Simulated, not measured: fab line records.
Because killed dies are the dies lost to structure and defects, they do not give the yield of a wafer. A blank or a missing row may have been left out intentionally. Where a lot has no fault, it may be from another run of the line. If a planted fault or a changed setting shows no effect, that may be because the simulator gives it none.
fab line records	flow n5Finfet
record: lots: 5	wafers: 12	lastDay: 18
route steps=1938 shown FIN_SAQP@114 FIN_CUT@154 BEOL_M4@1111 PASSIVATION@1936
lots untouched by any fault: they come from a run of this same line in which no faults occurred
startH: hours from the record's opening day to when the first of the lot's shown wafers began	waitH: hours elapsed since this lot's preceding step	" unchanged from the row above	L1.1+2: a row that stands for several wafers	- value missing, or start not given	* or withheld: withheld	< > ~ a bound
route shown NAME@n: names a module that has steps shown in the file, with the first one's number in the route	usual: average and standard deviation across the fault-free wafers	same: alike in all rows	chamber/n: place in a boat	sites: the reading at each site	_std_site: how widely they spread, as a standard deviation	_edge_site: inner sites' mean taken away from outer sites' mean	radiusMm: for every site, how far away it sits from the centre of the wafer	mask NAME#n: copy n	behind: the most recent tool/chamber to have shaped the wafer	hold: reason for holding the lot/hours on hold/outcome of the hold	device: transistor that didn't switch, given as n, p or np	end of line: tests run on the same wafers once the route is complete	for a step that has no rows: nothing shown but its recipe	killed: not the wafer's yield, but the dies lost to structure and defects at the first sort	map: shows each die of a wafer: x if killed, . if not, _ if none is there
set.NAME: the run value of the setting; set.NAME@STEP: its run value at that earlier step	model.NAME: the simulator's own value behind a step, which no gauge read
a table for each step, a row for each wafer; lots at some steps of the route
services: when a tool's chamber went out of use (startH, in hours from the record's first day, below 0 if earlier), for how many hours, and the reason
== steps ==
step: N5_FIN_SAQP_DESCUM_21
recipe: chemistry: O2	timeS: 7.9	sourcePowerW: 50	biasPowerW: 20	pressureMtorr: 20	rfFrequencyHz: 2.712e+07	tempC: 40	resist: CAR-ArF	o2FlowSccm: 225
step: N5_FIN_SAQP_ETCH_51
recipe: chemistry: CF4	target: SiARC	targetDepthA: 455	maskMaterial: CAR-ArF	timeS: 75.8	ionEnergyEv: 80	pressureMtorr: 40	sourceW: 545	biasW: 36	Ar_flow_sccm: 100	cf4FlowSccm: 100	ends: cleared
step: N5_FIN_SAQP_ETCH_52
recipe: chemistry: N2/H2	target: SOC	targetDepthA: 1000	overetchA: 200	maskMaterial: SiARC	tempC: 40	timeS: 150	ionEnergyEv: 200	pressureMtorr: 30	sourceW: 840	biasW: 150	n2FlowSccm: 200	h2FlowSccm: 200	ends: endPoint
step: N5_FIN_SAQP_STRIP_53
recipe: chemistry: N2/H2	tempC: 40	n2FlowSccm: 200	h2FlowSccm: 200	rfFrequencyHz: 6e+07
step: N5_FIN_SAQP_HM_OPEN_73
recipe: chemistry: CHF3/O2	target: SiO2	stopOn: a-Si	targetDepthA: 120	overEtchFrac: 1.8	maskMaterial: SOC	timeS: 16.8	pressureMtorr: 30	sourceW: 650	biasW: 170	Ar_flow_sccm: 200	CHF3_flow_sccm: 50	O2_flow_sccm: 5	ionEnergyEv: 200	ends: endPoint
step: N5_FIN_SAQP_STRIP_74
recipe: chemistry: CHF3/O2	resist: SiARC	rfFrequencyHz: 6e+07
step: N5_FIN_SAQP_MANDREL_ETCH_22
recipe: targetDepthA: 600	chemistry: HBr/Cl2	target: a-Si	stopOn: SiNx	btTimeS: 10	overEtchFrac: 0.5	timeS: 30	pressureMtorr: 10	icpW: 800	biasW: 75	HBr_flow_sccm: 150	Cl2_flow_sccm: 80	ends: endPoint
step: N5_FIN_SAQP_STRIP_55
recipe: chemistry: N2/H2	powerW: 500	tempC: 40	pressureMtorr: 50	rfFrequencyHz: 6e+07	overashFraction: 0.3	biasPowerW: 28	h2Frac: 0.5	n2FlowSccm: 300	h2FlowSccm: 300
step: N5_FIN_SAQP_STRIP_23
recipe: chemistry: SPM	timeS: 750	tempC: 130	h2so4H2o2VolRatio: 4
step: N5_FIN_SAQP_SRD_66
recipe: dry: ipaMarangoni	timeS: 30	tempC: 23	rinseLiquid: diw
step: N5_FIN_SAQP_RECESS_75
recipe: chemistry: HF/NH3	target: SiO2	targetDepthA: 144	afsCycles: 3	tempC: 30	sublimationTempC: 180	sublimationTimeS: 60
step: N5_FIN_SAQP_SPACER1_ALD_24
recipe: material: SiO2	targetThkA: 203	tempC: 300	aldPrecursorFamily: BDEAS	aldCoReactant: O2-plasma	pulseTimeS: 1	purgeTimeS: 2	coReactantPurgeTimeS: 2	aldCycles: 218	pressureTorr: 2
usual: aldCycles: 218/0	heaterPowerW: 488/43	precursorPulseHeightRel: 1.002/0.019
lot.wafer	tool	chamber	startH	waitH	aldCycles	heaterPowerW	precursorPulseHeightRel	model.SiO2_of_FIN_SAQP_SPACER1_ALD_24.thkNm
L214.3	aldSin-02	0	50.49	1.5	315	547	1.033	29.2
L214.5	"	2	"	"	218	489	1.021	20.2
L214.6	"	0	"	"	315	532	0.989	29.2
L215.3	aldSin-02	2	53.62	0.1	315	482	0.967	29.2
L215.6	"	2	"	"	315	486	0.998	29.2
L220.5	aldSin-02	1	85.30	0.4	218	429	0.990	20.4
L220.6	"	0	"	"	315	566	1.009	29.2
L231.1	aldSin-03	2	151.18	1.1	218	507	1.028	20.4
L231.6	"	0	"	"	218	488	1.029	20.4
L232.2	aldSin-02	1	154.91	0.4	218	446	1.007	20.2
L232.3	"	3	"	"	218	474	0.977	20.2
L232.6	"	3	"	"	218	478	1.001	20.2
step: N5_FIN_SAQP_SPACER1_ETCHBACK_25
recipe: chemistry: CHF3/O2	mode: anisotropicEtchback	target: SiO2	targetDepthA: 244	timeS: 12.2	pressureMtorr: 30	sourceW: 650	biasW: 170	Ar_flow_sccm: 200	CHF3_flow_sccm: 50	O2_flow_sccm: 5	ionEnergyEv: 200
step: N5_FIN_SAQP_MANDREL1_REMOVE_56
recipe: chemistry: HBr/Cl2/O2	btTimeS: 10	target: a-Si	stopOn: SiNx	endpoint: OES-SiCl	overEtchFrac: 1	icpW: 600	biasW: 22	HBr_flow_sccm: 150	Cl2_flow_sccm: 80	O2_flow_sccm: 5	pressureMtorr: 10
usual: chamberPressureMTorr: 10.000/0.0095	drypumpMotorCurrentA: 5.9/0.42	oesProductAu: 1.006/0.019	throttleValvePct: 36.64/0.28
same: overEtchFrac: 1
lot.wafer	tool	chamber	startH	waitH	chamberPressureMTorr	drypumpMotorCurrentA	oesProductAu	rfHoursCounterH	throttleValvePct	model.FIN_SAQP.cdNm
L214.3	rieSi-06	0	51.46	0.1	10.010	5.8	1.021	21	36.88	29.2
L214.5	"	0	"	"	9.993	5.9	1.023	-	36.89	20.4
L214.6	"	3	"	"	9.980	6.2	0.983	-	36.23	29.2
L215.3	rieSi-03	0	54.56	0.1	10.003	6.3	0.999	117	36.97	29.4
L215.6	"	3	"	"	10.015	5.6	1.037	-	36.54	29.2
L220.5	rieSi-03	1	85.86	0.1	9.998	6.4	0.977	-	36.15	20.6
L220.6	"	2	"	"	9.983	5.9	1.020	-	36.86	29.2
L231.1	rieSi-06	1	152.16	0.1	9.998	6.4	0.998	35	36.64	20.4
L231.6	"	0	"	"	9.993	5.9	1.008	-	36.89	20.4
L232.2	rieSi-06	2	155.71	0.1	10.021	6.1	0.995	68	37.11	20
L232.3	"	3	"	"	10.006	6.2	0.985	74	36.24	20.2
L232.6	"	0	"	"	9.990	5.8	1.014	-	36.88	20.2
step: N5_FIN_SAQP_CD_MEAS_27
recipe: targetCdNm: 20	landingEnergyEv: 1000	detector: seInlens	polarity: line
usual: cdNm: 20.29/0.23
lot.wafer	tool	chamber	startH	waitH	cdNm
L214.3	cdSem-03	0	51.58	0.1	29.22
L214.5	"	0	"	"	20.30
L214.6	"	0	"	"	29.13
L215.3	cdSem-02	0	54.68	0.1	29.37
L215.6	"	0	"	"	29.15
L220.5	cdSem-03	0	85.94	0.0	20.23
L220.6	"	0	"	"	29.21
L231.1	cdSem-01	0	152.27	0.1	20.82
L231.6	"	0	"	"	20.39
L232.2	cdSem-03	0	155.82	0.1	20.17
L232.3	"	0	"	"	20.25
L232.6	"	0	"	"	20.56
step: N5_FIN_SAQP_ETCH_57
recipe: chemistry: CH3F/O2	target: SiNx	maskMaterial: SiO2	targetDepthA: 325	timeS: 46.4	pressureMtorr: 30	sourceW: 395	biasW: 73	Ar_flow_sccm: 150	CH3F_flow_sccm: 30	O2_flow_sccm: 20	ionEnergyEv: 120	ends: cleared
step: N5_FIN_SAQP_ETCH_65
recipe: chemistry: CF4	target: SiO2	targetDepthA: 40	ionEnergyEv: 350	timeS: 4.4	pressureMtorr: 10	icpW: 800	biasW: 400	cf4FlowSccm: 80
step: N5_FIN_SAQP_MANDREL_ETCH_58
recipe: chemistry: HBr/Cl2	target: a-Si	targetDepthA: 450	btTimeS: 10	stopOn: SiNx	maskMaterial: SiO2	overEtchFrac: 0.8	timeS: 27	pressureMtorr: 10	icpW: 800	biasW: 75	HBr_flow_sccm: 150	Cl2_flow_sccm: 80	ends: endPoint
step: N5_FIN_SAQP_RECESS_63
recipe: chemistry: HF/NH3	target: SiO2	targetDepthA: 180	afsCycles: 3	tempC: 30	sublimationTempC: 180	sublimationTimeS: 60
step: N5_FIN_SAQP_COAT_68
recipe: resist: SOC	tempC: 250	timeS: 60	spinRpm: 1500	resistThkNm: 100
step: N5_FIN_SAQP_ETCH_69
recipe: chemistry: N2/H2	target: SOC	targetDepthA: 1500	stopOn: SiNx	ionEnergyEv: 100	biasW: 61	pressureMtorr: 30	sourceW: 850	n2FlowSccm: 200	h2FlowSccm: 200
step: N5_FIN_SAQP_ETCH_67
recipe: chemistry: CH3F/O2	target: SiNx	targetDepthA: 300	maskMaterial: SOC	pressureMtorr: 30	sourceW: 395	biasW: 73	Ar_flow_sccm: 150	CH3F_flow_sccm: 30	O2_flow_sccm: 20	ionEnergyEv: 120
step: N5_FIN_SAQP_STRIP_70
recipe: chemistry: N2/H2	powerW: 500	tempC: 40	pressureMtorr: 50	rfFrequencyHz: 6e+07	overashFraction: 0.3	biasPowerW: 28	h2Frac: 0.5	n2FlowSccm: 300	h2FlowSccm: 300
step: N5_FIN_SAQP_RECESS_71
recipe: chemistry: HF/NH3	target: SiO2	targetDepthA: 30	afsCycles: 1	tempC: 30	sublimationTempC: 180	sublimationTimeS: 60
step: N5_FIN_SAQP_SPACER2_ALD_28
recipe: material: SiO2	targetThkA: 81	tempC: 300	aldPrecursorFamily: BDEAS	aldCoReactant: O2-plasma	pulseTimeS: 1	purgeTimeS: 2	coReactantPurgeTimeS: 2	pressureTorr: 2
step: N5_FIN_SAQP_SPACER2_ETCHBACK_29
recipe: chemistry: CHF3/O2	mode: anisotropicEtchback	target: SiO2	targetDepthA: 122	timeS: 6.1	pressureMtorr: 30	sourceW: 650	biasW: 170	Ar_flow_sccm: 200	CHF3_flow_sccm: 50	O2_flow_sccm: 5	ionEnergyEv: 200
step: N5_FIN_SAQP_MANDREL2_REMOVE_60
recipe: chemistry: HBr/Cl2/O2	btTimeS: 10	target: a-Si	stopOn: SiNx	endpoint: OES-SiCl	overEtchFrac: 1	icpW: 600	biasW: 22	HBr_flow_sccm: 150	Cl2_flow_sccm: 80	O2_flow_sccm: 5	pressureMtorr: 10
step: N5_FIN_SAQP_HM_OPEN_33
recipe: chemistry: CH3F/O2	target: SiNx	maskMaterial: SiO2	targetDepthA: 494	timeS: 70.6	pressureMtorr: 30	sourceW: 395	biasW: 73	Ar_flow_sccm: 150	CH3F_flow_sccm: 30	O2_flow_sccm: 20	ionEnergyEv: 120	ends: cleared
step: N5_FIN_SAQP_ETCH_34
recipe: chemistry: C4F6/O2	target: SiO2	targetDepthA: 450	timeS: 15	ionEnergyEv: 250	pressureMtorr: 30	sourceW: 345	biasW: 185	Ar_flow_sccm: 300	C4F6_flow_sccm: 10	O2_flow_sccm: 10	ends: cleared
step: N5_FIN_SAQP_STRIP_77
recipe: chemistry: N2/H2	timeS: 90	powerW: 100	tempC: 40	pressureMtorr: 100	rfFrequencyHz: 6e+07	biasPowerW: 3	n2FlowSccm: 300	h2FlowSccm: 300
step: N5_FIN_SAQP_ETCH_64
recipe: chemistry: CF4	target: SiO2	targetDepthA: 15	ionEnergyEv: 350	pressureMtorr: 10	icpW: 800	biasW: 400	cf4FlowSccm: 80
step: N5_FIN_SAQP_FIN_ETCH_36
recipe: chemistry: HBr/Cl2/O2	targetDepthA: 1200	maskMaterial: SiNx	timeS: 50.4	biasW: 102	pressureMtorr: 10	icpW: 800	HBr_flow_sccm: 150	Cl2_flow_sccm: 80	O2_flow_sccm: 12
step: N5_FIN_SAQP_PRECLEAN_38
recipe: chemistry: O3/DIW	timeS: 45	tempC: 22	o3Ppm: 10
step: N5_FIN_SAQP_PRECLEAN_45
recipe: chemistry: dHF	timeS: 10	dilution: 500:1	tempC: 25
step: N5_FIN_SAQP_SRD_39
recipe: dry: ipaMarangoni	timeS: 30	tempC: 23	rinseLiquid: diw
step: N5_FIN_CUT_COAT_18
recipe: resist: SOC	tempC: 250	timeS: 60	spinRpm: 1500	resistThkNm: 230
step: N5_BEOL_M4_RC_MEAS_101
usual: DIBL_N: 36.2/1.5	DIBL_P: 36.4/2.1	IOFF_N: 0.16/0.031	IOFF_P: 0.21/0.037	ION_N: 679/11	ION_P: 465/7.7	SS_N: 71.4/0.55	SS_P: 73.2/0.63	VT_N: 249/3.3	VT_P: -250/3.4
lot.wafer	tool	chamber	startH	waitH	DIBL_N[mV/V]	DIBL_P[mV/V]	IOFF_N[nA/um]	IOFF_P[nA/um]	ION_N[uA/um]	ION_P[uA/um]	SS_N[mV/dec]	SS_P[mV/dec]	VT_N[mV]	VT_P[mV]
L214.5	prober-01	0	194.69	0.6	37.0	36.4	0.20	0.26	691	475	71.7	73.5	245	-244
L220.5	prober-01	0	230.33	0.6	36.5	36.8	0.19	0.27	688	477	71.0	73.2	244	-245
L231.1	prober-01	0	307.93	0.0	37.4	37.0	0.17	0.22	688	467	72.1	73.5	249	-249
L231.6	"	0	"	"	38.5	38.8	0.21	0.26	697	472	71.8	73.5	245	-246
L232.2	prober-01	0	315.60	0.2	36.2	36.6	0.15	0.21	666	462	71.0	73.0	251	-248
L232.3	"	0	"	"	34.8	35.7	0.13	0.19	672	464	71.1	72.4	250	-248
L232.6	"	0	"	"	37.4	39.2	0.19	0.25	690	466	71.5	73.7	246	-248
step: N5_PASSIVATION_PROBE_49
usual: defectLimitedYield: 91.3/1.3	killed_at_M0_to_M3: 36/12	killed_at_M4_up: 13/4.6	killedAtContacts: 13/5.4	killedAtFrontEnd: 37/10	killedAtOther: 3.6/2.9	killedDies: 102/15	killedOnRim: 13/4	killedOpen: 67/12	killedShort: 33/7.5	sort_bin_5_function: 5.1/0.93	sort_bin_6_memory: 3.2/0.62	sortNPass: 1078/15	sortYieldPct: 91.3/1.3
same: grossDies: 1180	killedAtBackSide: 0	sort_bin_4_leakage[%]: 0	sort_bin_8_speed[%]: 0
lot.wafer	tool	chamber	startH	waitH	defectLimitedYield[%]	killed_at_M0_to_M3	killed_at_M4_up	killedAtContacts	killedAtFrontEnd	killedAtOther	killedDies	killedOnRim	killedOpen	killedShort	sort_bin_5_function[%]	sort_bin_6_memory[%]	sortNPass	sortYieldPct[%]
L215.3	prober-01	-	302.96	0.1	0	22	10	8	1136	4	1180	152	73	32	96.3	3.4	0	0
L215.6	prober-01	-	303.11	0.3	0	27	13	9	1126	5	1180	152	80	28	96.1	3.6	0	0
L214.3	prober-02	-	302.97	0.1	0	30	14	15	1119	2	1180	152	59	39	96.2	3.6	0	0
L214.5	prober-02	-	303.07	0.2	91.7	28	15	9	33	13	98	15	64	31	6.0	1.9	1082	91.7
L214.6	prober-02	-	303.12	0.3	0	32	9	3	1132	4	1180	152	56	34	96.1	3.7	0	0
L220.5	prober-01	-	342.30	0.2	91.4	29	14	17	39	2	101	10	73	25	4.4	3.7	1079	91.4
L220.6	prober-01	-	342.35	0.3	0	29	18	10	1120	3	1180	152	63	30	97.0	2.8	0	0
L231.1	prober-01	-	414.10	0.0	91.2	38	4	11	46	5	104	21	72	30	5.3	3.0	1076	91.2
L231.6	prober-01	-	414.35	0.3	91.9	27	12	14	41	2	96	11	53	38	4.9	2.7	1084	91.9
L232.2	prober-01	-	424.15	0.1	90.4	60	8	12	30	3	113	14	77	34	6.0	3.6	1067	90.4
L232.3	prober-01	-	424.20	0.1	85.8	94	19	14	40	1	168	20	109	57	7.8	6.1	1012	85.8
L232.6	prober-01	-	424.35	0.3	90.1	37	17	6	53	4	117	13	75	42	6.4	2.9	1063	90.1
killed by level:class
L215.3 FIN_SAQP:areaAld=1074 STI_FIN_REVEAL:geometricParticle:open=20 BEOL_M1:geometricParticle:open=8 FIN_SAQP:geometricParticle:short=7 STI_FIN_REVEAL:geometricParticle:short=6 MOL_CONTACT_COAG:geometricParticle:open=6 FIN_SAQP:geometricParticle:open=5 BEOL_M4:geometricParticle:open=4
L214.3 FIN_SAQP:areaAld=1081 MOL_CONTACT_COAG:geometricParticle:open=14 FIN_SAQP:geometricParticle:short=10 BEOL_M0:geometricParticle:open=8 STI_FIN_REVEAL:geometricParticle:open=6 BEOL_M0_SAQP:geometricParticle:open=5 GATE_CUT:geometricParticle:open=5 GATE_CUT:geometricParticle:short=5
L214.5 FIN_SAQP:geometricParticle:open=12 MOL_CONTACT_COAG:geometricParticle:open=8 BEOL_M3:geometricParticle:short=6 BEOL_M2:geometricParticle:open=5 BEOL_M0_SAQP:geometricParticle:open=4 BEOL_M0_SAQP:geometricParticle:short=4 BEOL_M4:geometricParticle:open=4 BEOL_M8:geometricParticle:open=4
L215.6 FIN_SAQP:areaAld=1072 STI_FIN_REVEAL:geometricParticle:open=25 BEOL_M3:geometricParticle:open=9 BEOL_M4:geometricParticle:open=9 MOL_CONTACT_COAG:geometricParticle:open=7 FIN_SAQP:geometricParticle:open=6 FIN_SAQP:geometricParticle:short=5 STI_FIN_REVEAL:geometricParticle:short=5
L214.6 FIN_SAQP:areaAld=1088 STI_FIN_REVEAL:geometricParticle:open=16 BEOL_M1:geometricParticle:open=8 STI_FIN_REVEAL:geometricParticle:short=6 FIN_SAQP:geometricParticle:short=5 BEOL_M2:geometricParticle:open=5 STARTING-WAFER:geometricParticle:open=5 BEOL_M0_SAQP:geometricParticle:open=4
L220.5 MOL_CONTACT_COAG:geometricParticle:open=16 FIN_SAQP:geometricParticle:open=14 BEOL_M0_SAQP:geometricParticle:short=7 BEOL_M0_SAQP:geometricParticle:open=6 FIN_SAQP:geometricParticle:short=5 DUMMY_GATE:geometricParticle:open=5 STI_FIN_REVEAL:geometricParticle:open=4 BEOL_M4:geometricParticle:open=4
L220.6 FIN_SAQP:areaAld=1086 MOL_CONTACT_COAG:geometricParticle:open=10 BEOL_M1:geometricParticle:open=7 BEOL_M4:geometricParticle:open=7 STI_FIN_REVEAL:geometricParticle:open=6 BEOL_M0_SAQP:geometricParticle:open=5 BEOL_M2:geometricParticle:open=4 BEOL_M0_SAQP:geometricParticle:short=4
L231.1 FIN_SAQP:geometricParticle:open=15 BEOL_M2:geometricParticle:open=12 MOL_CONTACT_COAG:geometricParticle:open=11 FIN_SAQP:geometricParticle:short=7 GATE_CUT:geometricParticle:short=6 BEOL_M0:geometricParticle:short=5 BEOL_M0_SAQP:geometricParticle:open=5 BEOL_M3:geometricParticle:open=5
L231.6 FIN_SAQP:geometricParticle:short=11 MOL_CONTACT_COAG:geometricParticle:open=11 BEOL_M2:geometricParticle:open=7 FIN_SAQP:geometricParticle:open=6 BEOL_M0_SAQP:geometricParticle:open=6 BEOL_M0_SAQP:geometricParticle:short=6 ILD0:geometricParticle:short=4 GATE_CUT:geometricParticle:short=4
L232.2 BEOL_M3:geometricParticle:open=18 BEOL_M2:geometricParticle:open=11 BEOL_M1:geometricParticle:open=8 BEOL_M3:geometricParticle:short=8 FIN_SAQP:geometricParticle:open=7 MOL_CONTACT_COAG:geometricParticle:open=7 GATE_CUT:geometricParticle:short=6 MOL_CONTACT_COAG:geometricParticle:short=5
L232.3 BEOL_M3:geometricParticle:open=24 BEOL_M0_SAQP:geometricParticle:open=16 BEOL_M2:geometricParticle:open=15 BEOL_M0_SAQP:geometricParticle:short=14 FIN_SAQP:geometricParticle:open=13 MOL_CONTACT_COAG:geometricParticle:open=11 FIN_SAQP:geometricParticle:short=9 BEOL_M1:geometricParticle:open=9
L232.6 BEOL_M3:geometricParticle:open=14 GATE_CUT:geometricParticle:short=12 FIN_SAQP:geometricParticle:open=10 BEOL_M2:geometricParticle:open=7 STARTING-WAFER:geometricParticle:open=6 FIN_SAQP:geometricParticle:short=5 STI_FIN_REVEAL:geometricParticle:open=5 GATE_CUT:geometricParticle:open=5
map L214.3 (x killed, . not)
_________________xxxxxxxxxxxx________________
______________xxxxxxxxxxxxxxxxxx_____________
___________xxxxxxxxxxxxxxxxxxxxxxxx__________
__________xxxxxxxxxxxxxxxxxxxxxxxxxx_________
________xxxxxxxxxxxxxxxxxxxxxxxxxxxxxx_______
_______xxxxxxxxxxxxxxxxxxxxxxxxxxxxxxxx______
______xxxxxxxxxxxxxxxxxxxxxxxxxxxxxxxxxx_____
_____xxxxxxxxxxxxxxxxxxxxxxxxxxxxxxxxxxxx____
____xxxxxxxxxxxxxxxxxxxxxxxxxxxxxxxxxxxxxx___
___xxxxxxxxxxxxxxxxxxxxxxxxxxxxxxxxxxxxxxxx__
___xxxxxxxxxxxxxxxxxxxxxxxxxxxxxxxxxxxxxxxx__
__xxxxxxxxxxxxxxxxxxxxxxxxxxxxxxxxxxxxxxxxxx_
__xxxxxxxxxxxxxxxxxxxxxxxxxxxxxxxxxxxxxxxxxx_
_xxxxxxxxxxxxxxxxxxxxxxxxxxxxxxxxxxxxxxxxxxxx
_xxxxxxxxxxxxxxxxxxxxxxxxxxxxxxxxxxxxxxxxxxxx
_xxxxxxxxxxxxxxxxxxxxxxxxxxxxxxxxxxxxxxxxxxxx
_xxxxxxxxxxxxxxxxxxxxxxxxxxxxxxxxxxxxxxxxxxxx
_xxxxxxxxxxxxxxxxxxxxxxxxxxxxxxxxxxxxxxxxxxxx
_xxxxxxxxxxxxxxxxxxxxxxxxxxxxxxxxxxxxxxxxxxxx
_xxxxxxxxxxxxxxxxxxxxxxxxxxxxxxxxxxxxxxxxxxxx
_xxxxxxxxxxxxxxxxxxxxxxxxxxxxxxxxxxxxxxxxxxxx
__xxxxxxxxxxxxxxxxxxxxxxxxxxxxxxxxxxxxxxxxxx_
__xxxxxxxxxxxxxxxxxxxxxxxxxxxxxxxxxxxxxxxxxx_
___xxxxxxxxxxxxxxxxxxxxxxxxxxxxxxxxxxxxxxxx__
___xxxxxxxxxxxxxxxxxxxxxxxxxxxxxxxxxxxxxxxx__
____xxxxxxxxxxxxxxxxxxxxxxxxxxxxxxxxxxxxxx___
_____xxxxxxxxxxxxxxxxxxxxxxxxxxxxxxxxxxxx____
______xxxxxxxxxxxxxxxxxxxxxxxxxxxxxxxxxx_____
_______xxxxxxxxxxxxxxxxxxxxxxxxxxxxxxxx______
________xxxxxxxxxxxxxxxxxxxxxxxxxxxxxx_______
__________xxxxxxxxxxxxxxxxxxxxxxxxxx_________
___________xxxxxxxxxxxxxxxxxxxxxxxx__________
______________xxxxxxxxxxxxxxxxxx_____________
_________________xxxxxxxxxxxx________________
map L215.3 (x killed, . not)
_________________xxxxxxxxxxxx________________
______________xxxxxxxxxxxxxxxxxx_____________
___________xxxxxxxxxxxxxxxxxxxxxxxx__________
__________xxxxxxxxxxxxxxxxxxxxxxxxxx_________
________xxxxxxxxxxxxxxxxxxxxxxxxxxxxxx_______
_______xxxxxxxxxxxxxxxxxxxxxxxxxxxxxxxx______
______xxxxxxxxxxxxxxxxxxxxxxxxxxxxxxxxxx_____
_____xxxxxxxxxxxxxxxxxxxxxxxxxxxxxxxxxxxx____
____xxxxxxxxxxxxxxxxxxxxxxxxxxxxxxxxxxxxxx___
___xxxxxxxxxxxxxxxxxxxxxxxxxxxxxxxxxxxxxxxx__
___xxxxxxxxxxxxxxxxxxxxxxxxxxxxxxxxxxxxxxxx__
__xxxxxxxxxxxxxxxxxxxxxxxxxxxxxxxxxxxxxxxxxx_
__xxxxxxxxxxxxxxxxxxxxxxxxxxxxxxxxxxxxxxxxxx_
_xxxxxxxxxxxxxxxxxxxxxxxxxxxxxxxxxxxxxxxxxxxx
_xxxxxxxxxxxxxxxxxxxxxxxxxxxxxxxxxxxxxxxxxxxx
_xxxxxxxxxxxxxxxxxxxxxxxxxxxxxxxxxxxxxxxxxxxx
_xxxxxxxxxxxxxxxxxxxxxxxxxxxxxxxxxxxxxxxxxxxx
_xxxxxxxxxxxxxxxxxxxxxxxxxxxxxxxxxxxxxxxxxxxx
_xxxxxxxxxxxxxxxxxxxxxxxxxxxxxxxxxxxxxxxxxxxx
_xxxxxxxxxxxxxxxxxxxxxxxxxxxxxxxxxxxxxxxxxxxx
_xxxxxxxxxxxxxxxxxxxxxxxxxxxxxxxxxxxxxxxxxxxx
__xxxxxxxxxxxxxxxxxxxxxxxxxxxxxxxxxxxxxxxxxx_
__xxxxxxxxxxxxxxxxxxxxxxxxxxxxxxxxxxxxxxxxxx_
___xxxxxxxxxxxxxxxxxxxxxxxxxxxxxxxxxxxxxxxx__
___xxxxxxxxxxxxxxxxxxxxxxxxxxxxxxxxxxxxxxxx__
____xxxxxxxxxxxxxxxxxxxxxxxxxxxxxxxxxxxxxx___
_____xxxxxxxxxxxxxxxxxxxxxxxxxxxxxxxxxxxx____
______xxxxxxxxxxxxxxxxxxxxxxxxxxxxxxxxxx_____
_______xxxxxxxxxxxxxxxxxxxxxxxxxxxxxxxx______
________xxxxxxxxxxxxxxxxxxxxxxxxxxxxxx_______
__________xxxxxxxxxxxxxxxxxxxxxxxxxx_________
___________xxxxxxxxxxxxxxxxxxxxxxxx__________
______________xxxxxxxxxxxxxxxxxx_____________
_________________xxxxxxxxxxxx________________
== services ==
tool	chamber	startH	hours	kind
rieSi-03	1	41.93	6.7	repair
aldSin-02	3	46.20	9.2	repair
aldSin-02	2	62.97	10.5	repair
rieSi-06	3	73.28	0.9	repair
aldSin-02	-	85.65	14.0	pm
aldSin-02	0	85.65	14.0	ventCycle
aldSin-02	1	85.65	16.5	ventCycle
aldSin-02	2	85.65	14.0	ventCycle
aldSin-02	3	85.65	14.0	ventCycle
rieSi-06	1	89.43	4.3	repair
rieSi-06	0	99.50	5.6	repair
aldSin-02	0	99.65	-	clean
aldSin-02	2	99.65	-	clean
aldSin-02	3	99.65	-	clean
rieSi-03	1	111.28	10.1	repair
aldSin-02	1	112.48	13.1	repair
aldSin-02	3	124.40	4.0	repair
rieSi-03	1	125.33	2.9	repair
rieSi-06	-	149.08	2.7	pm
aldSin-02	0	151.63	3.7	repair
== key ==
firstSign: step: N5_FIN_SAQP_SPACER1_ALD_24	reading: aldCycles	direction: up	sigmas: 99+	usual: *	struck: *
effect: step: N5_FIN_SAQP_CD_MEAS_27	reading: cdNm	direction: up	sigmas: 40	usual: 20.29	struck: 29.22
effect: step: N5_PASSIVATION_PROBE_49	reading: killedAtFrontEnd	direction: up	sigmas: 99+	usual: 37	struck: 1127
modelEffect: step: N5_FIN_SAQP_SPACER1_ALD_24	value: SiO2_of_FIN_SAQP_SPACER1_ALD_24.thkNm	without: 20.2	struck: 29.2
modelEffect: step: N5_FIN_SAQP_MANDREL1_REMOVE_56	value: FIN_SAQP.cdNm	without: 20.24	struck: 29.24
moreKillsBornAt: N5_FIN_SAQP_SPACER1_ALD_24@aldSin-02: 5402
metAt N5_FIN_SAQP_SPACER1_ALD_24
struckWafers L214.3,L214.6,L215.3,L215.6,L220.6
laterRowsLeftOut L214.3,L214.6,L215.3,L215.6,L220.6
fault: kind: processParameterDrift	tool: aldSin-02	chamber: -	onsetH: 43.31	steps: N5_FIN_SAQP_SPACER1_ALD_24	channel: aldCycles	offset: *	shape: step	endH: 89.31	scope: struckWafersOnly	actsIn: *	stated: *
laterRowsLeftOut: the simulator's readings of these wafers behind a module that went badly wrong aren't trusted and aren't shown, but for the sort
